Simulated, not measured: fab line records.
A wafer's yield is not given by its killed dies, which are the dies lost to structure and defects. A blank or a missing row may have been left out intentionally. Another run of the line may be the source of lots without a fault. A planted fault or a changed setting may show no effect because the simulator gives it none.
fab line records	flow nand-harc
[record] lots = 24	wafers = 72	last-day = 33
route steps=1302 shown P_M1@316 P_M2@332 P_BONDPAD@364 A_ZERO_WELL@411 A_SOURCE_PLATE@423
lots that met no fault: from a run of the same line without faults
start-h: hours from the record's opening day to when the first of the lot's shown wafers began	wait-h: hours since the lot's step before	" same as the row above	L1.1+2: one row covering several wafers at once	- value missing, or start not given	* or withheld: withheld	< > ~ a bound
route shown NAME@n: a module of which the file shows steps, and the number in the route of the first	usual: mean/standard deviation of fault-free wafers	same: alike in all rows	chamber/n: place in a boat	sites: per-site readings	_std_site: the values' standard deviation	_edge_site: the outer-site mean with the inner-site mean subtracted	radius-mm: how far each site lies from the wafer's centre	mask NAME#n: copy n	behind: tool/chamber where the wafer was last shaped	hold: why the lot was held/for how many hours/how that ended	device: whichever transistor did not switch (one of n, p or np)	end of line: tests of these same wafers at the route's end	step lacking rows: just its recipe	killed: not the wafer's yield, but the dies lost to structure and defects at the first sort	map: dies across one wafer; x = killed, . = not, _ = none there
set.NAME: the run value of the setting; set.NAME@STEP: its run value at that earlier step	model.NAME: the simulator's own value behind a step, which no gauge read
route steps across a sampled set of lots; one table per step, one row per wafer
services: from which hour (start-h, from the record's first day; less than 0 if before it) a tool's chamber was out of use, for how many hours, and why
[[steps]]
[step NHARC_P_M1_PRE_CLEAN_32]
[recipe] time-s = 12	temp-c = 370	rf-power-w = 300	gas = NH3
[usual] heater-power-w = 660/75	rf-fwd-power-W = 292.5/0.79
lot.wafer	tool	chamber	start-h	wait-h	heater-power-w	rf-fwd-power-W	since-wet-clean-h
L074.2	pecvd-03	1	137.47	0.1	700	292.3	120
L074.5	"	2	"	"	662	294.0	-
L074.6	"	0	"	"	587	291.9	-
L075.2	pecvd-04	1	143.17	0.1	560	293.7	42
L075.1	"	0	"	"	631	292.8	42
L075.5	"	0	"	"	657	292.5	-
L076.1	pecvd-03	2	157.30	0.1	618	292.4	140
L076.4	"	1	"	"	674	293.5	-
L076.6	"	2	"	"	622	291.8	-
L077.5	pecvd-02	0	159.15	0.1	564	293.0	-
L077.6	"	1	"	"	736	291.6	-
L077.4	"	2	"	"	774	293.4	-
L078.1	pecvd-04	0	172.63	0.1	683	291.9	72
L078.2	"	2	"	"	685	291.1	72
L078.5	"	1	"	"	482	293.1	-
L079.3	pecvd-03	0	178.78	0.1	589	290.9	162
L079.2	"	2	"	"	649	293.6	162
L079.6	"	2	"	"	654	292.8	-
L080.1	pecvd-04	2	190.05	0.1	720	292.6	89
L080.4	"	1	"	"	586	291.9	-
L080.6	"	2	"	"	729	293.0	-
L081.3	pecvd-03	0	206.87	0.1	665	292.9	9
L081.1	"	1	"	"	657	292.5	9
L081.5	"	0	"	"	659	293.5	-
L082.2	pecvd-04	1	207.88	0.1	596	292.0	107
L082.1	"	2	"	"	770	290.2	107
L082.4	"	1	"	"	592	292.8	-
L084.3	pecvd-03	2	223.64	0.1	641	292.4	26
L084.5	"	1	"	"	614	292.2	-
L084.6	"	0	"	"	631	292.0	-
L083.3	pecvd-02	1	224.66	0.2	729	291.9	157
L083.2	"	2	"	"	840	293.2	157
L083.5	"	2	"	"	827	292.2	-
L085.3	pecvd-04	0	246.30	0.1	677	292.1	145
L085.2	"	1	"	"	557	292.4	145
L085.5	"	1	"	"	566	291.3	-
L086.1	pecvd-03	2	252.33	0.1	573	292.1	54
L086.3	"	1	"	"	707	292.5	54
L086.6	"	0	"	"	631	292.1	-
L087.3	pecvd-02	1	254.45	0.1	781	292.4	5
L087.2	"	2	"	"	734	293.0	5
L087.5	"	2	"	"	742	292.2	-
L088.3	pecvd-03	1	271.73	0.2	654	293.6	74
L088.2	"	0	"	"	665	292.8	74
L088.6	"	2	"	"	653	294.3	-
L089.3	pecvd-02	2	272.47	0.1	828	293.1	23
L089.2	"	1	"	"	727	290.9	24
L089.4	"	2	"	"	830	292.5	-
L090.3	pecvd-02	1	291.07	0.1	731	293.4	-
L090.4	"	0	"	"	570	291.2	-
L090.5	"	0	"	"	592	291.5	-
L091.2	pecvd-03	1	302.54	0.1	629	293.2	104
L091.5	"	2	"	"	626	293.9	-
L091.6	"	0	"	"	550	291.8	-
L092.1	pecvd-04	1	307.33	0.1	546	291.9	25
L092.4	"	0	"	"	742	292.9	-
L092.5	"	0	"	"	775	292.9	-
L093.1	pecvd-02	1	328.22	0.1	731	291.8	79
L093.6	"	1	"	"	724	292.6	-
L093.5	"	2	"	"	733	293.0	-
L094.3	pecvd-04	2	334.95	0.2	805	293.0	53
L094.2	"	0	"	"	721	292.4	53
L094.5	"	2	"	"	826	293.0	-
L095.3	pecvd-03	1	335.49	0.1	600	291.6	137
L095.5	"	0	"	"	652	293.8	-
L095.4	"	1	"	"	577	292.2	-
L096.1	pecvd-02	0	349.03	0.1	592	292.9	100
L096.3	"	1	"	"	720	291.3	100
L096.5	"	2	"	"	722	292.4	-
L097.2	pecvd-03	2	356.88	0.1	622	293.2	159
L097.4	"	2	"	"	617	292.5	-
L097.6	"	0	"	"	646	293.0	-
[step NHARC_P_M2_ETCH_35]
[recipe] target-depth-a = 400	overetch-a = 120	time-s = 43.94	ion-energy-ev = 200	n2-flow-sccm = 150	h2-flow-sccm = 150	ar-flow-sccm = 0	rf-w = 400	bias-w = 150	chemistry = N2/H2
[usual] drypump-motor-current-A = 5.8/0.31	n2-flow-sccm = 150.0/0.5	oes-product-au = 0.996/0.01	rf-fwd-power-W = 395.1/1.8	rf-vpp-V = 431.6/2.4	showerhead-plenum-p-Torr = 2.08/0.08	throttle-valve-pct = 14.171/0.0088
lot.wafer	tool	chamber	start-h	wait-h	drypump-motor-current-A	n2-flow-sccm	oes-product-au	rf-fwd-power-W	rf-hours-counter-h	rf-vpp-V	showerhead-plenum-p-Torr	throttle-valve-pct
L074.2	rie-diel-08	0	139.11	0.1	5.7	149.8	1.001	394.2	4.6	432.6	2.12	14.158
L074.6	"	2	"	"	5.9	150.5	0.998	397.5	-	433.8	2.20	14.188
L074.5	"	3	"	"	6.0	149.5	0.999	395.2	-	432.6	2.07	14.178
L075.1	rie-diel-13	2	144.64	0.1	5.4	149.9	0.982	391.2	10.3	433.6	2.20	14.177
L075.2	"	1	"	"	5.8	149.4	0.988	398.8	10.0	430.1	2.03	14.165
L075.5	"	2	"	"	5.4	149.8	0.993	390.1	-	434.5	2.20	14.166
L076.4	rie-diel-08	2	158.76	0.1	5.9	149.9	1.003	395.1	4.5	434.6	2.20	14.160
L076.1	"	0	"	"	5.7	150.3	0.998	394.3	5.2	431.6	2.12	14.173
L076.6	"	2	"	"	5.9	150.7	0.992	393.6	-	434.6	2.20	14.167
L077.4	rie-diel-08	1	160.72	0.1	5.5	149.2	0.974	395.7	5.1	430.7	2.04	14.173
L077.5	"	0	"	"	5.7	149.6	0.996	396.1	-	432.6	2.12	14.169
L077.6	"	1	"	"	5.6	149.8	0.985	394.0	-	430.5	2.04	14.170
L078.2	rie-diel-02	0	174.08	0.1	5.8	149.9	0.998	394.7	5.5	433.5	2.17	14.167
L078.1	"	3	"	"	5.8	150.3	0.990	396.5	5.4	431.8	2.09	14.182
L078.5	"	1	"	"	5.6	150.3	0.989	394.5	-	431.6	2.12	14.169
L079.3	rie-diel-13	1	180.38	0.1	5.8	150.5	0.982	395.9	0.1	431.1	2.03	14.157
L079.2	"	0	"	"	5.2	150.3	0.981	395.2	0.2	430.8	2.09	14.163
L079.6	"	2	"	"	5.4	150.4	0.986	393.6	-	434.8	2.20	14.176
L080.4	rie-diel-02	3	191.49	0.1	5.8	149.4	0.991	394.8	6.4	433.0	2.08	14.190
L080.1	"	0	"	"	5.7	150.2	1.010	393.7	6.6	434.4	2.17	14.170
L080.6	"	2	"	"	5.9	148.7	0.994	392.8	-	427.8	1.96	14.175
L081.1	rie-diel-13	0	208.47	0.1	5.3	149.7	0.988	397.3	2.3	433.9	2.09	14.167
L081.3	"	3	"	"	6.5	149.5	1.005	393.2	2.3	427.1	1.94	14.160
L081.5	"	1	"	"	5.7	149.8	0.990	396.9	-	431.2	2.03	14.166
L082.1	rie-diel-02	1	209.39	0.1	5.6	150.8	0.987	395.6	8.7	433.2	2.12	14.169
L082.2	"	0	"	"	5.8	149.9	0.984	394.8	7.8	433.7	2.17	14.161
L082.4	"	1	"	"	5.6	150.1	0.977	396.1	-	432.9	2.12	14.184
L084.3	rie-diel-08	3	225.20	0.1	5.9	150.3	1.007	394.3	1.7	429.9	2.07	14.178
L084.5	"	3	"	"	5.9	150.4	0.997	396.3	-	430.9	2.07	14.162
L084.6	"	0	"	"	5.7	149.4	1.011	393.6	-	432.7	2.11	14.178
L083.2	rie-diel-02	2	226.26	0.1	5.9	149.1	0.994	393.4	0.0	427.0	1.96	14.182
L083.3	"	0	"	"	5.8	150.4	1.001	396.5	0.0	434.0	2.17	14.159
L083.5	"	1	"	"	5.6	150.1	0.994	395.7	-	433.1	2.12	14.172
L085.3	rie-diel-13	3	247.88	0.1	6.5	149.4	1.014	393.1	2.6	426.6	1.94	14.182
L085.2	"	0	"	"	5.3	149.9	1.004	394.8	2.6	432.1	2.09	14.165
L085.5	"	3	"	"	6.5	149.2	1.007	392.5	-	425.9	1.94	14.169
L086.1	rie-diel-08	0	253.90	0.1	5.7	150.0	1.013	393.6	2.7	433.7	2.11	14.157
L086.3	"	3	"	"	5.9	150.6	1.018	398.4	2.6	432.0	2.07	14.164
L086.6	"	1	"	"	5.6	149.8	0.987	397.1	-	431.2	2.04	14.177
L087.3	rie-diel-08	0	255.92	0.1	5.7	150.4	0.997	394.2	2.7	433.0	2.11	14.161
L087.2	"	1	"	"	5.5	150.5	0.972	396.6	3.1	431.2	2.04	14.158
L087.5	"	0	"	"	5.7	150.1	1.013	394.5	-	432.0	2.11	14.175
L088.2	rie-diel-02	2	273.31	0.1	5.9	150.1	1.004	393.7	3.2	428.6	1.96	14.174
L088.3	"	1	"	"	5.6	150.0	0.999	396.2	3.6	432.4	2.12	14.154
L088.6	"	2	"	"	5.9	150.4	0.988	394.7	-	429.0	1.96	14.167
L089.3	rie-diel-08	3	274.19	0.1	5.9	150.2	0.990	396.2	3.4	432.8	2.07	14.166
L089.4	"	0	"	"	5.7	149.4	1.011	394.8	3.8	431.7	2.11	14.182
L089.2	"	2	"	"	5.9	150.2	0.985	397.2	3.6	435.7	2.20	14.163
L090.4	rie-diel-13	3	292.80	0.1	6.5	150.7	1.014	393.4	4.9	428.7	1.94	14.157
L090.3	"	1	"	"	5.8	150.4	0.990	396.6	4.9	430.1	2.02	14.178
L090.5	"	2	"	"	5.4	150.2	0.991	392.2	-	434.6	2.20	14.170
L091.2	rie-diel-02	0	304.33	0.1	5.8	149.9	1.002	397.4	5.1	434.3	2.17	14.165
L091.5	"	2	"	"	5.9	149.7	0.991	394.4	-	429.1	1.96	14.184
L091.6	"	0	"	"	5.7	150.6	0.999	394.6	-	434.4	2.17	14.167
L092.4	rie-diel-08	0	308.94	0.1	5.7	149.5	1.001	393.4	5.5	431.7	2.11	14.164
L092.1	"	3	"	"	5.9	149.9	0.996	398.7	5.0	432.2	2.07	14.175
L092.5	"	1	"	"	5.6	149.6	0.981	396.8	-	430.1	2.04	14.171
L093.1	rie-diel-08	3	329.82	0.1	6.0	149.7	0.996	399.3	6.0	430.3	2.07	14.156
L093.6	"	2	"	"	6.0	150.5	0.998	395.8	-	434.8	2.20	14.182
L093.5	"	3	"	"	6.0	150.0	1.007	397.9	-	432.3	2.07	14.190
L094.3	rie-diel-13	0	336.54	0.1	5.3	149.6	0.998	394.6	7.2	432.1	2.09	14.170
L094.2	"	2	"	"	5.4	150.3	0.992	393.0	5.1	434.7	2.19	14.167
L094.5	"	0	"	"	5.3	149.9	0.995	395.5	-	431.0	2.09	14.180
L095.3	rie-diel-13	1	337.08	0.1	5.8	150.2	0.988	396.7	7.1	430.7	2.02	14.174
L095.4	"	2	"	"	5.4	151.2	0.987	392.6	5.1	433.7	2.20	14.175
L095.5	"	3	"	"	6.4	149.9	1.000	394.6	-	427.4	1.94	14.179
L096.1	rie-diel-02	3	350.61	0.1	5.8	149.8	0.997	393.6	9.1	430.7	2.08	14.171
L096.3	"	0	"	"	5.8	148.6	1.007	395.8	9.9	435.9	2.17	14.170
L096.5	"	2	"	"	5.9	149.7	0.990	393.1	-	428.0	1.96	14.182
L097.2	rie-diel-13	3	358.47	0.1	6.5	149.7	1.027	393.0	0.3	427.9	1.94	14.167
L097.4	"	1	"	"	5.8	150.2	1.011	396.6	0.6	430.6	2.02	14.178
L097.6	"	3	"	"	6.4	149.9	1.020	393.4	-	427.4	1.94	14.156
[step NHARC_P_BONDPAD_CD_MEAS_09]
[recipe] target-cd-nm = 500	landing-energy-ev = 500
[usual] cd-nm = 500.1/1.7
lot.wafer	tool	chamber	start-h	wait-h	cd-nm
L074.2	cd-sem-01	0	143.46	-	500.5
L074.5	"	0	"	"	498.7
L074.6	"	0	"	"	500.1
L075.1	cd-sem-01	0	149.01	-	497.9
L075.2	"	0	"	"	496.4
L075.5	"	0	"	"	500.0
L076.1	cd-sem-03	0	163.02	-	497.9
L076.4	"	0	"	"	499.9
L076.6	"	0	"	"	501.7
L077.4	cd-sem-01	0	165.02	-	502.7
L077.5	"	0	"	"	499.4
L077.6	"	0	"	"	502.6
L078.1	cd-sem-01	0	178.40	-	501.7
L078.2	"	0	"	"	500.9
L078.5	"	0	"	"	501.2
L079.2	cd-sem-01	0	184.67	-	499.6
L079.3	"	0	"	"	501.4
L079.6	"	0	"	"	498.6
L080.1	cd-sem-02	0	195.74	-	501.0
L080.4	"	0	"	"	501.9
L080.6	"	0	"	"	501.7
L081.1	cd-sem-01	0	212.72	-	499.3
L081.3	"	0	"	"	498.6
L081.5	"	0	"	"	497.7
L082.1	cd-sem-03	0	213.70	-	500.8
L082.2	"	0	"	"	501.0
L082.4	"	0	"	"	497.8
L084.3	cd-sem-03	0	229.36	-	496.6
L084.5	"	0	"	"	500.1
L084.6	"	0	"	"	498.5
L083.2	cd-sem-03	0	230.54	-	498.9
L083.3	"	0	"	"	502.4
L083.5	"	0	"	"	501.7
L085.2	cd-sem-03	0	252.46	-	503.3
L085.3	"	0	"	"	502.0
L085.5	"	0	"	"	504.7
L086.1	cd-sem-03	0	258.13	-	497.2
L086.3	"	0	"	"	496.8
L086.6	"	0	"	"	500.1
L087.2	cd-sem-03	0	260.22	-	501.4
L087.3	"	0	"	"	500.7
L087.5	"	0	"	"	501.1
L088.2	cd-sem-01	0	277.58	-	500.3
L088.3	"	0	"	"	501.3
L088.6	"	0	"	"	499.8
L089.2	cd-sem-03	0	278.77	-	497.1
L089.3	"	0	"	"	500.8
L089.4	"	0	"	"	501.1
L090.3	cd-sem-01	0	297.04	-	500.0
L090.4	"	0	"	"	499.4
L090.5	"	0	"	"	500.6
L091.2	cd-sem-02	0	309.14	-	502.5
L091.5	"	0	"	"	499.5
L091.6	"	0	"	"	503.6
L092.1	cd-sem-02	0	313.42	-	501.3
L092.4	"	0	"	"	499.8
L092.5	"	0	"	"	501.8
L093.1	cd-sem-01	0	334.16	-	496.6
L093.5	"	0	"	"	500.5
L093.6	"	0	"	"	501.3
L094.2	cd-sem-01	0	340.68	-	500.9
L094.3	"	0	"	"	499.5
L094.5	"	0	"	"	499.8
L095.3	cd-sem-01	0	341.35	-	497.5
L095.4	"	0	"	"	495.8
L095.5	"	0	"	"	500.3
L096.1	cd-sem-02	0	354.73	-	501.3
L096.3	"	0	"	"	500.9
L096.5	"	0	"	"	499.4
L097.2	cd-sem-03	0	362.81	-	498.4
L097.4	"	0	"	"	500.9
L097.6	"	0	"	"	498.2
[step NHARC_P_BONDPAD_PRE_CLEAN_26]
[recipe] time-s = 30	temp-c = 280	gas = H2/He
[usual] heater-power-w = 439/32
lot.wafer	tool	chamber	start-h	wait-h	heater-power-w
L074.2	pvd-sputter-03	-	-	-	373
L074.6	"	-	"	"	427
L074.5	"	-	"	"	388
L075.2	pvd-sputter-03	-	-	-	434
L075.1	"	-	"	"	399
L075.5	"	-	"	"	436
L076.1	pvd-sputter-01	-	-	-	436
L076.4	"	-	"	"	462
L076.6	"	-	"	"	445
L077.4	pvd-sputter-02	-	-	-	417
L077.5	"	-	"	"	468
L077.6	"	-	"	"	460
L078.1	pvd-sputter-02	-	-	-	459
L078.2	"	-	"	"	423
L078.5	"	-	"	"	466
L079.2	pvd-sputter-02	-	-	-	448
L079.3	"	-	"	"	466
L079.6	"	-	"	"	456
L080.4	pvd-sputter-01	-	-	-	441
L080.1	"	-	"	"	470
L080.6	"	-	"	"	434
L081.1	pvd-sputter-02	-	-	-	463
L081.3	"	-	"	"	450
L081.5	"	-	"	"	448
L082.4	pvd-sputter-01	-	-	-	475
L082.1	"	-	"	"	463
L082.2	"	-	"	"	447
L084.3	pvd-sputter-03	-	-	-	383
L084.5	"	-	"	"	448
L084.6	"	-	"	"	374
L083.2	pvd-sputter-01	-	-	-	469
L083.3	"	-	"	"	424
L083.5	"	-	"	"	460
L085.3	pvd-sputter-01	-	253.71	0.1	469
L085.2	"	-	"	"	419
L085.5	"	-	"	"	441
L086.3	pvd-sputter-01	-	-	-	420
L086.1	"	-	"	"	481
L086.6	"	-	"	"	435
L087.2	pvd-sputter-02	-	-	-	414
L087.3	"	-	"	"	452
L087.5	"	-	"	"	417
L088.3	pvd-sputter-01	-	-	-	480
L088.2	"	-	"	"	446
L088.6	"	-	"	"	433
L089.2	pvd-sputter-03	-	-	-	365
L089.3	"	-	"	"	410
L089.4	"	-	"	"	382
L090.3	pvd-sputter-02	-	-	-	434
L090.4	"	-	"	"	484
L090.5	"	-	"	"	477
L091.2	pvd-sputter-03	-	-	-	453
L091.6	"	-	"	"	375
L091.5	"	-	"	"	446
L092.4	pvd-sputter-03	-	-	-	452
L092.1	"	-	"	"	410
L092.5	"	-	"	"	368
L093.1	pvd-sputter-02	-	-	-	450
L093.6	"	-	"	"	487
L093.5	"	-	"	"	414
L094.3	pvd-sputter-03	-	-	-	378
L094.2	"	-	"	"	413
L094.5	"	-	"	"	448
L095.3	pvd-sputter-01	-	-	-	453
L095.4	"	-	"	"	473
L095.5	"	-	"	"	463
L096.1	pvd-sputter-01	-	-	-	464
L096.3	"	-	"	"	483
L096.5	"	-	"	"	424
L097.2	pvd-sputter-01	-	-	-	449
L097.4	"	-	"	"	471
L097.6	"	-	"	"	427
[step NHARC_A_ZERO_WELL_RTA_16]
[recipe] temp-c = 1000	time-s = 10
[usual] lamp-power-pct = 27.6/1.1	wafer_temp_C_max = 1005.2/1.2
lot.wafer	tool	chamber	start-h	wait-h	lamp-power-pct	wafer_temp_C_max
L074.2	rtp-anneal-02	0	148.92	-	26.4	1004.2
L074.5	"	0	"	"	26.4	1005.9
L074.6	"	0	"	"	26.4	1004.2
L075.1	rtp-anneal-01	0	154.31	-	28.6	1006.2
L075.2	"	0	"	"	28.5	1003.9
L075.5	"	0	"	"	28.6	1004.4
L076.1	rtp-anneal-01	0	168.50	0.1	28.6	1004.8
L076.4	"	0	"	"	28.6	1003.9
L076.6	"	0	"	"	28.6	1004.6
L077.4	rtp-anneal-02	0	170.42	-	26.5	1005.2
L077.5	"	0	"	"	26.4	1006.2
L077.6	"	0	"	"	26.5	1006.0
L078.1	rtp-anneal-02	0	183.77	-	26.4	1006.2
L078.2	"	0	"	"	26.4	1005.7
L078.5	"	0	"	"	26.4	1005.1
L079.2	rtp-anneal-01	0	190.10	-	28.6	1006.6
L079.3	"	0	"	"	28.6	1005.5
L079.6	"	0	"	"	28.6	1007.4
L080.1	rtp-anneal-02	0	201.08	-	26.4	1005.5
L080.4	"	0	"	"	26.4	1006.0
L080.6	"	0	"	"	26.5	1005.1
L081.1	rtp-anneal-01	0	217.91	-	28.6	1005.3
L081.3	"	0	"	"	28.6	1004.0
L081.5	"	0	"	"	28.6	1004.7
L082.1	rtp-anneal-02	0	219.04	-	26.4	1004.5
L082.2	"	0	"	"	26.4	1004.0
L082.4	"	0	"	"	26.4	1004.9
L084.3	rtp-anneal-01	0	234.62	-	28.6	1005.2
L084.5	"	0	"	"	28.6	1004.1
L084.6	"	0	"	"	28.6	1004.9
L083.2	rtp-anneal-02	0	235.88	-	26.4	1008.0
L083.3	"	0	"	"	26.5	1004.6
L083.5	"	0	"	"	26.4	1005.7
L085.2	rtp-anneal-01	0	258.01	-	28.6	1004.5
L085.3	"	0	"	"	28.6	1004.0
L085.5	"	0	"	"	28.6	1003.2
L086.1	rtp-anneal-02	0	263.70	0.1	26.5	1005.3
L086.3	"	0	"	"	26.4	1006.3
L086.6	"	0	"	"	26.5	1008.3
L087.2	rtp-anneal-01	0	265.51	-	28.6	1004.7
L087.3	"	0	"	"	28.6	1004.2
L087.5	"	0	"	"	28.6	1006.2
L088.2	rtp-anneal-01	0	283.07	-	28.6	1006.0
L088.3	"	0	"	"	28.6	1006.2
L088.6	"	0	"	"	28.6	1004.3
L089.2	rtp-anneal-01	0	284.04	-	28.6	1005.5
L089.3	"	0	"	"	28.6	1005.2
L089.4	"	0	"	"	28.6	1004.7
L090.3	rtp-anneal-02	0	302.45	-	26.4	1005.4
L090.4	"	0	"	"	26.4	1007.7
L090.5	"	0	"	"	26.5	1006.2
L091.2	rtp-anneal-01	0	314.52	-	28.5	1003.2
L091.5	"	0	"	"	28.6	1003.9
L091.6	"	0	"	"	28.6	1005.4
L092.1	rtp-anneal-01	0	318.76	-	28.6	1004.6
L092.4	"	0	"	"	28.6	1004.0
L092.5	"	0	"	"	28.6	1004.1
L093.1	rtp-anneal-02	0	339.66	-	26.4	1005.9
L093.5	"	0	"	"	26.4	1004.9
L093.6	"	0	"	"	26.4	1005.8
L094.2	rtp-anneal-02	0	346.19	-	26.4	1005.5
L094.3	"	0	"	"	26.4	1005.5
L094.5	"	0	"	"	26.5	1004.6
L095.3	rtp-anneal-01	0	346.84	-	28.6	1004.8
L095.4	"	0	"	"	28.6	1004.4
L095.5	"	0	"	"	28.6	1004.5
L096.1	rtp-anneal-02	0	360.12	-	26.4	1007.6
L096.3	"	0	"	"	26.4	1006.0
L096.5	"	0	"	"	26.4	1007.0
L097.2	rtp-anneal-01	0	368.19	-	28.6	1004.2
L097.4	"	0	"	"	28.5	1004.8
L097.6	"	0	"	"	28.6	1006.3
[step NHARC_A_SOURCE_PLATE_INSPECT_08]
[usual] raw-defect-count = 65/24
lot.wafer	tool	chamber	start-h	wait-h	raw-defect-count
L074.2	defect-inspect-01	-	169.05	0.0	77
L074.5	"	-	"	"	104
L074.6	"	-	"	"	52
L075.1	defect-inspect-01	-	175.25	0.0	69
L075.2	"	-	"	"	53
L075.5	"	-	"	"	88
L076.1	defect-inspect-02	-	192.62	0.0	162
L076.4	"	-	"	"	133
L076.6	"	-	"	"	70
L077.4	defect-inspect-01	-	192.64	0.0	63
L077.5	"	-	"	"	72
L077.6	"	-	"	"	86
L078.1	defect-inspect-01	-	205.93	0.0	99
L078.2	"	-	"	"	80
L078.5	"	-	"	"	61
L079.2	defect-inspect-01	-	209.74	0.0	60
L079.3	"	-	"	"	85
L079.6	"	-	"	"	80
L080.1	defect-inspect-01	-	222.17	0.0	37
L080.4	"	-	"	"	67
L080.6	"	-	"	"	59
L082.1	defect-inspect-01	-	239.64	0.0	40
L082.2	"	-	"	"	76
L082.4	"	-	"	"	53
L081.1	defect-inspect-02	-	239.64	0.0	80
L081.3	"	-	"	"	82
L081.5	"	-	"	"	65
L083.2	defect-inspect-02	-	254.82	0.0	35
L083.3	"	-	"	"	84
L083.5	"	-	"	"	75
L084.3	defect-inspect-01	-	254.82	0.0	48
L084.5	"	-	"	"	68
L084.6	"	-	"	"	69
L085.2	defect-inspect-01	-	279.18	0.0	51
L085.3	"	-	"	"	40
L085.5	"	-	"	"	54
L086.1	defect-inspect-02	-	283.57	0.0	107
L086.3	"	-	"	"	59
L086.6	"	-	"	"	82
L087.2	defect-inspect-01	-	283.57	0.0	81
L087.3	"	-	"	"	52
L087.5	"	-	"	"	52
L089.2	defect-inspect-02	-	305.85	0.0	46
L089.3	"	-	"	"	44
L089.4	"	-	"	"	49
L088.2	defect-inspect-01	-	305.85	0.0	55
L088.3	"	-	"	"	56
L088.6	"	-	"	"	74
L090.3	defect-inspect-01	-	323.97	0.0	46
L090.4	"	-	"	"	32
L090.5	"	-	"	"	45
L091.2	defect-inspect-02	-	335.63	0.0	61
L091.5	"	-	"	"	54
L091.6	"	-	"	"	48
L092.1	defect-inspect-02	-	339.50	0.0	58
L092.4	"	-	"	"	49
L092.5	"	-	"	"	55
L093.1	defect-inspect-01	-	361.90	0.0	56
L093.5	"	-	"	"	73
L093.6	"	-	"	"	62
L095.3	defect-inspect-01	-	366.71	0.0	54
L095.4	"	-	"	"	62
L095.5	"	-	"	"	54
L094.2	defect-inspect-02	-	366.75	0.0	46
L094.3	"	-	"	"	135
L094.5	"	-	"	"	42
L096.1	defect-inspect-02	-	381.05	0.0	26
L096.3	"	-	"	"	51
L096.5	"	-	"	"	30
L097.2	defect-inspect-02	-	388.76	0.0	62
L097.4	"	-	"	"	67
L097.6	"	-	"	"	98
[[services]]
tool	chamber	start-h	hours	kind
rie-diel-02	-	115.84	0.9	repair
rie-diel-13	0	119.54	2.7	repair
rie-diel-02	-	120.18	4.4	repair
rie-diel-08	0	125.66	3.8	repair
rie-diel-02	1	138.80	16.8	repair
pvd-sputter-01	-	162.41	0.5	repair
rie-diel-13	-	165.00	9.0	pm
rie-diel-08	3	165.91	6.9	repair
pvd-sputter-03	-	170.00	10.0	pm
rie-diel-08	0	170.78	5.0	repair
pecvd-03	-	185.04	13.0	pm
rie-diel-08	-	190.80	9.0	pm
rie-diel-02	2	200.61	24.7	repair
rie-diel-13	2	201.24	54.4	repair
pvd-sputter-03	-	201.81	5.6	repair
rie-diel-08	2	212.05	2.0	repair
rie-diel-13	-	222.33	19.4	repair
pvd-sputter-01	-	239.15	10.0	pm
pecvd-03	-	242.89	1.2	repair
rie-diel-13	-	296.98	0.4	repair
rie-diel-13	-	342.00	9.0	pm
rie-diel-08	0	342.70	2.6	repair
pecvd-03	-	366.14	13.0	pm
rie-diel-08	-	367.80	9.0	pm
[[key]]
fault none
